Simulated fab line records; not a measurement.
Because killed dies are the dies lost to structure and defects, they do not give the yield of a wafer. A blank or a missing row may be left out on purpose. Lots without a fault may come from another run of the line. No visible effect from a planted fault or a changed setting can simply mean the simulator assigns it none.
fab line records | flow nand-harc
[record] lots = 13 | wafers = 39 | last-day = 25
route steps=1159 shown P_BONDPAD@377 A_ONON_D1@424 END@1159
lots untouched by any fault: they come from a run of this same line in which no faults occurred
start-h: the number of hours between the record's first day and the start of the first shown wafer of the lot | wait-h: how many hours have passed since the lot's step before this one | " identical to the entry in the row above | L1.1+2: a single row standing in for several wafers | - value missing, or start not given | * or withheld: withheld | < > ~ a bound
route shown NAME@n: NAME is a module with steps in the file, n the number in the route of the first one | usual: mean/standard deviation of fault-free wafers | same: alike in all rows | chamber/n: place in a boat | sites: per-site readings | _std_site: standard deviation of those values | _edge_site: inner sites' mean taken away from outer sites' mean | radius-mm: how far each site lies from the wafer's centre | mask NAME#n: copy n | behind: the most recent tool/chamber to have shaped the wafer | hold: reason for holding the lot/hours on hold/outcome of the hold | device: the n, p or np transistor that did not switch | end of line: the same wafers' tests at the end of the route | a step given without rows: its recipe and nothing more | killed: at the first sort, the dies lost to defects and structure; wafer yield is something else | map: dies across one wafer; x = killed, . = not, _ = none there
set.NAME: the setting the step ran with; set.NAME@STEP: the setting that earlier step ran with | model.NAME: the simulator's own value behind a step, which no gauge read
steps of the route over a sample of lots; a table a step, a row a wafer
services: from which hour (start-h, from the record's first day; less than 0 if before it) a tool's chamber was out of use, for how many hours, and why
[[steps]]
[step NHARC_P_BONDPAD_PVD_27]
[recipe] target-thk-a = 300 | chamber-pressure-pa = 5 | power-w = 5000 | substrate-temp-c = 30 | time-s = 20.49 | material = Cu
[usual] chamber-pressure-pa = 5.001/0.0096 | substrate-temp-c = 29.98/0.1 | throttle-valve-pct = 30.3/0.89
lot.wafer | tool           | chamber | start-h | wait-h | chamber-pressure-pa | substrate-temp-c | throttle-valve-pct
L239.4    | pvd-sputter-03 | -       | -       | -      | 4.996               | 30.00            | 30.7
L239.3    | "              | -       | "       | "      | 5.002               | 30.08            | 29.7
L239.5    | "              | -       | "       | "      | 5.001               | 30.01            | 30.6
L241.2    | pvd-sputter-01 | -       | -       | -      | 5.003               | 30.15            | 29.6
L241.3    | "              | -       | "       | "      | 5.012               | 29.99            | 29.2
L241.6    | "              | -       | "       | "      | 4.999               | 30.03            | 31.3
L240.4    | pvd-sputter-02 | -       | -       | -      | 4.994               | 30.11            | 28.4
L240.2    | "              | -       | "       | "      | 4.987               | 29.88            | 29.6
L240.5    | "              | -       | "       | "      | 4.995               | 29.97            | 28.5
L252.4    | pvd-sputter-01 | -       | -       | -      | 5.000               | 30.04            | 30.9
L252.2    | "              | -       | "       | "      | 4.999               | 30.31            | 31.4
L252.5    | "              | -       | "       | "      | 4.998               | 30.04            | 29.9
L253.3    | pvd-sputter-02 | -       | -       | -      | 4.995               | 29.92            | 30.1
L253.1    | "              | -       | "       | "      | 4.994               | 30.22            | 30.4
L253.6    | "              | -       | "       | "      | 5.003               | 30.02            | 30.8
L250.2    | pvd-sputter-01 | -       | -       | -      | 4.995               | 30.06            | 29.5
L250.1    | "              | -       | "       | "      | 5.016               | 29.94            | 31.4
L250.3    | "              | -       | "       | "      | 4.989               | 30.00            | 29.9
L254.3    | pvd-sputter-03 | -       | -       | -      | 5.006               | 30.05            | 30.4
L254.6    | "              | -       | "       | "      | 5.011               | 29.94            | 30.6
L254.5    | "              | -       | "       | "      | 4.996               | 29.92            | 30.2
L256.3    | pvd-sputter-01 | -       | -       | -      | 5.020               | 29.97            | 30.9
L256.4    | "              | -       | "       | "      | 4.999               | 30.01            | 31.8
L256.5    | "              | -       | "       | "      | 4.988               | 29.82            | 29.7
L255.4    | pvd-sputter-02 | -       | -       | -      | 4.999               | 30.10            | 30.7
L255.1    | "              | -       | "       | "      | 4.999               | 29.88            | 30.9
L255.5    | "              | -       | "       | "      | 5.009               | 30.01            | 30.4
L257.3    | pvd-sputter-01 | -       | -       | -      | 4.987               | 29.95            | 29.7
L257.5    | "              | -       | "       | "      | 5.002               | 29.84            | 29.7
L257.6    | "              | -       | "       | "      | 5.000               | 30.04            | 31.6
L259.1    | pvd-sputter-02 | -       | -       | -      | 4.982               | 29.83            | 29.1
L259.3    | "              | -       | "       | "      | 5.010               | 30.00            | 28.1
L259.6    | "              | -       | "       | "      | 5.008               | 29.98            | 31.0
L260.1    | pvd-sputter-01 | -       | -       | -      | 5.013               | 29.88            | 30.8
L260.3    | "              | -       | "       | "      | 5.005               | 29.92            | 31.9
L260.5    | "              | -       | "       | "      | 5.008               | 30.23            | 30.0
L261.4    | pvd-sputter-01 | -       | -       | -      | 4.991               | 30.08            | 31.5
L261.2    | "              | -       | "       | "      | 4.991               | 30.12            | 29.8
L261.5    | "              | -       | "       | "      | 4.982               | 29.96            | 31.7
[step NHARC_A_ONON_D1_DEP_00]
[recipe] target-thk-a = 10000 | n2-flow-sccm = 2750 | n2o-flow-sccm = 2000 | nh3-flow-sccm = 500 | sih4-flow-sccm = 210 | temp-c = 400
[usual] n2-flow-sccm = 2753/8 | sih4-flow-sccm = 210.2/0.55
lot.wafer | tool          | chamber | start-h | wait-h | n2-flow-sccm | sih4-flow-sccm
L239.3    | pecvd-onon-01 | 0       | 162.00  | 0.2    | 2762         | 210.4
L239.4    | "             | 0       | "       | "      | 2752         | 210.6
L239.5    | "             | 0       | "       | "      | 2755         | 210.8
L241.2    | pecvd-onon-03 | 0       | 170.20  | 0.1    | 2735         | 209.4
L241.3    | "             | 0       | "       | "      | 2745         | 209.5
L241.6    | "             | 0       | "       | "      | 2747         | 209.6
L240.2    | pecvd-onon-02 | 0       | 170.20  | 0.1    | 2753         | 209.9
L240.4    | "             | 0       | "       | "      | 2756         | 210.9
L240.5    | "             | 0       | "       | "      | 2751         | 210.0
L253.1    | pecvd-onon-03 | 0       | 230.51  | 0.1    | 2753         | 210.3
L253.3    | "             | 0       | "       | "      | 2757         | 210.9
L253.6    | "             | 0       | "       | "      | 2755         | 211.2
L252.2    | pecvd-onon-01 | 0       | 230.54  | 0.1    | 2746         | 210.3
L252.4    | "             | 0       | "       | "      | 2757         | 210.4
L252.5    | "             | 0       | "       | "      | 2754         | 209.4
L250.1    | pecvd-onon-01 | 0       | 243.97  | 0.3    | 2756         | 209.7
L250.2    | "             | 0       | "       | "      | 2759         | 209.1
L250.3    | "             | 0       | "       | "      | 2762         | 209.0
L254.3    | pecvd-onon-03 | 0       | 250.49  | 0.2    | 2745         | 211.0
L254.5    | "             | 0       | "       | "      | 2758         | 211.3
L254.6    | "             | 0       | "       | "      | 2750         | 210.3
L255.1    | pecvd-onon-02 | 0       | 254.42  | 0.1    | 2744         | 210.1
L255.4    | "             | 0       | "       | "      | 2758         | 210.2
L255.5    | "             | 0       | "       | "      | 2741         | 209.5
L256.3    | pecvd-onon-03 | 0       | 254.54  | 0.2    | 2749         | 210.5
L256.4    | "             | 0       | "       | "      | 2763         | 209.4
L256.5    | "             | 0       | "       | "      | 2749         | 210.9
L257.3    | pecvd-onon-03 | 0       | 272.53  | 0.2    | 2745         | 210.3
L257.5    | "             | 0       | "       | "      | 2749         | 210.6
L257.6    | "             | 0       | "       | "      | 2746         | 210.4
L259.1    | pecvd-onon-02 | 0       | 276.52  | 0.1    | 2743         | 211.2
L259.3    | "             | 0       | "       | "      | 2742         | 210.3
L259.6    | "             | 0       | "       | "      | 2749         | 211.5
L260.1    | pecvd-onon-02 | 0       | 291.14  | 0.1    | 2768         | 209.6
L260.3    | "             | 0       | "       | "      | 2769         | 210.2
L260.5    | "             | 0       | "       | "      | 2764         | 210.2
L261.2    | pecvd-onon-01 | 0       | 301.13  | 0.1    | 2747         | 210.1
L261.4    | "             | 0       | "       | "      | 2749         | 210.0
L261.5    | "             | 0       | "       | "      | 2742         | 210.2
[step NHARC_A_ONON_D1_THK_MEAS_02]
[recipe] thk-meas-gauge = ellipsometry
[usual] thk-nm = 999/8.4
lot.wafer | tool          | chamber | start-h | wait-h | thk-nm
L239.3    | film-metro-01 | -       | 162.40  | -      | 985
L239.4    | "             | -       | "       | "      | 986
L239.5    | "             | -       | "       | "      | 987
L241.2    | film-metro-01 | -       | 170.65  | -      | 993
L241.3    | "             | -       | "       | "      | 994
L241.6    | "             | -       | "       | "      | 993
L240.2    | film-metro-02 | -       | 170.65  | -      | 1001
L240.4    | "             | -       | "       | "      | 1002
L240.5    | "             | -       | "       | "      | 1000
L252.2    | film-metro-01 | -       | 230.99  | -      | 425
L252.4    | "             | -       | "       | "      | 426
L252.5    | "             | -       | "       | "      | 427
L253.1    | film-metro-02 | -       | 231.05  | -      | 1007
L253.3    | "             | -       | "       | "      | 1007
L253.6    | "             | -       | "       | "      | 1006
L250.1    | film-metro-01 | -       | 244.48  | -      | 406
L250.2    | "             | -       | "       | "      | 407
L250.3    | "             | -       | "       | "      | 404
L254.3    | film-metro-02 | -       | 250.89  | -      | 997
L254.5    | "             | -       | "       | "      | 997
L254.6    | "             | -       | "       | "      | 995
L255.1    | film-metro-01 | -       | 254.93  | -      | 1007
L255.4    | "             | -       | "       | "      | 1006
L255.5    | "             | -       | "       | "      | 1006
L256.3    | film-metro-02 | -       | 254.94  | -      | 997
L256.4    | "             | -       | "       | "      | 996
L256.5    | "             | -       | "       | "      | 998
L257.3    | film-metro-01 | -       | 272.92  | -      | 993
L257.5    | "             | -       | "       | "      | 992
L257.6    | "             | -       | "       | "      | 994
L259.1    | film-metro-01 | -       | 277.03  | -      | 1002
L259.3    | "             | -       | "       | "      | 1004
L259.6    | "             | -       | "       | "      | 1004
L260.1    | film-metro-02 | -       | 291.65  | -      | 999
L260.3    | "             | -       | "       | "      | 998
L260.5    | "             | -       | "       | "      | 997
L261.2    | film-metro-01 | -       | 301.58  | -      | 982
L261.4    | "             | -       | "       | "      | 982
L261.5    | "             | -       | "       | "      | 982
[step NHARC_END_SORT_01]
[recipe] temp-c = 25
[usual] killed-at-array = 28/11 | killed-at-other = 0.7/1.1 | killed-at-periphery = 2.9/2 | killed-dies = 32/11 | killed-open = 3.2/1.8 | killed-short = 2.0/1.4
[same] gross-dies = 677
lot.wafer | tool      | chamber | start-h | wait-h | killed-at-array | killed-at-other | killed-at-periphery | killed-dies | killed-open | killed-short
L252.2    | prober-01 | 0       | 508.88  | 2.8    | 674             | 1               | 2                   | 677         | 3           | 6
L252.4    | prober-01 | 0       | 510.46  | 3.4    | 671             | 1               | 5                   | 677         | 6           | 5
L252.5    | prober-01 | 0       | 511.26  | 3.7    | 672             | 1               | 4                   | 677         | 4           | 4
L250.1    | prober-02 | 0       | 517.75  | 2.5    | 671             | 2               | 4                   | 677         | 3           | 2
L250.2    | prober-02 | 0       | 518.54  | 2.8    | 672             | 2               | 3                   | 677         | 3           | 1
L250.3    | prober-02 | 0       | 519.34  | 3.1    | 669             | 4               | 4                   | 677         | 3           | 1
// killed by level:class
L252.2 A_ONON_D1:area-dep=643 A_SLIT:chamber-film-flake=12 A_CHANNEL_HOLE_D1:chamber-film-flake=6 A_CONTACT:chamber-film-flake=3 A_CHANNEL_FILL_D1:geometric-particle:short=2 A_STAIRCASE:chamber-film-flake=2 P_CONTACT:geometric-particle:open=1 P_M0:geometric-particle:short=1
L252.4 A_ONON_D1:area-dep=643 A_SLIT:chamber-film-flake=15 P_M0:geometric-particle:short=2 A_CHANNEL_FILL_D1:geometric-particle:short=2 A_CHANNEL_HOLE_D1:chamber-film-flake=2 A_STAIRCASE:chamber-film-flake=2 A_CONTACT:chamber-film-flake=2 P_GATE:geometric-particle:open=1
L252.5 A_ONON_D1:area-dep=642 A_SLIT:chamber-film-flake=11 A_CONTACT:chamber-film-flake=4 A_CHANNEL_HOLE_D1:chamber-film-flake=3 A_STAIRCASE:chamber-film-flake=3 A_M1:chamber-film-flake=3 P_CONTACT:geometric-particle:open=2 A_CHANNEL_FILL_D1:geometric-particle:short=2
L250.1 A_ONON_D1:area-dep=641 A_SLIT:chamber-film-flake=12 A_CONTACT:chamber-film-flake=7 A_CHANNEL_HOLE_D1:chamber-film-flake=5 A_ZERO_WELL:chamber-film-flake=3 P_M0:geometric-particle:short=1 A_SOURCE_PLATE:geometric-particle:short=1 A_CONTACT:geometric-particle:open=1
L250.2 A_ONON_D1:area-dep=648 A_SLIT:chamber-film-flake=8 A_CHANNEL_HOLE_D1:chamber-film-flake=6 A_M0:geometric-particle:open=2 A_CONTACT:chamber-film-flake=2 THIN_TSV:chamber-film-flake=2 A_WL_FILL:geometric-particle:short=1 A_CONTACT:geometric-particle:open=1
L250.3 A_ONON_D1:area-dep=633 A_SLIT:chamber-film-flake=17 A_CHANNEL_HOLE_D1:chamber-film-flake=10 A_CONTACT:chamber-film-flake=4 THIN_TSV:chamber-film-flake=4 P_GATE:chamber-film-flake=2 P_CONTACT:geometric-particle:open=1 A_WL_FILL:geometric-particle:open=1
[[services]]
tool           | chamber | start-h | hours | kind
pecvd-onon-03  | -       | 153.40  | 13.0  | pm
pvd-sputter-01 | -       | 158.05  | 10.0  | pm
pecvd-onon-01  | -       | 195.00  | 13.0  | pm
pvd-sputter-02 | -       | 214.02  | 10.0  | pm
pvd-sputter-01 | -       | 219.63  | 4.7   | repair
pvd-sputter-01 | -       | 229.52  | 4.9   | repair
pvd-sputter-03 | -       | 257.71  | 13.6  | repair
pvd-sputter-03 | -       | 280.00  | 10.0  | pm
pecvd-onon-02  | -       | 289.50  | 0.5   | repair
pecvd-onon-02  | -       | 292.62  | 13.0  | pm
pvd-sputter-01 | -       | 295.11  | 2.5   | repair
pecvd-onon-03  | -       | 298.80  | 4.6   | repair
[[key]]
[first-sign] step = NHARC_A_ONON_D1_THK_MEAS_02 | reading = thk-nm | direction = down | sigmas = 69 | usual = 999 | struck = 416
[effect] step = NHARC_END_SORT_01 | reading = killed-at-array | direction = up | sigmas = 58 | usual = 28 | struck = 672
[more-kills-born-at] NHARC_A_ONON_D1_DEP_00@pecvd-onon-01 = 3850
met-at NHARC_A_ONON_D1_DEP_00
struck-lots L250,L252
struck-wafers L250.1,L250.2,L250.3,L252.2,L252.4,L252.5
later-rows-left-out L250.1,L250.2,L250.3,L252.2,L252.4,L252.5
tester-left-out L250,L252
not-acting-at NHARC_P_BONDPAD_PVD_27
onset-between 162.00 230.54
[fault] kind = process-parameter-drift | tool = pecvd-onon-01 | chamber = 0 | onset-h = 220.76 | steps = NHARC_A_ONON_D1_DEP_00 | channel = target-thk-a | offset = * | shape = step | end-h = 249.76 | acts-in = * | stated = *
// tester-left-out: of these lots the tester's yield and bins aren't shown, on N5 and GAA mostly nor the transistor test; their killed dies are dies lost to structure and defects alone, not to doping, threshold or leakage, so they don't give the yield
// later-rows-left-out: the simulator's readings of these wafers behind a module that went badly wrong aren't trusted and aren't shown, but for the sort
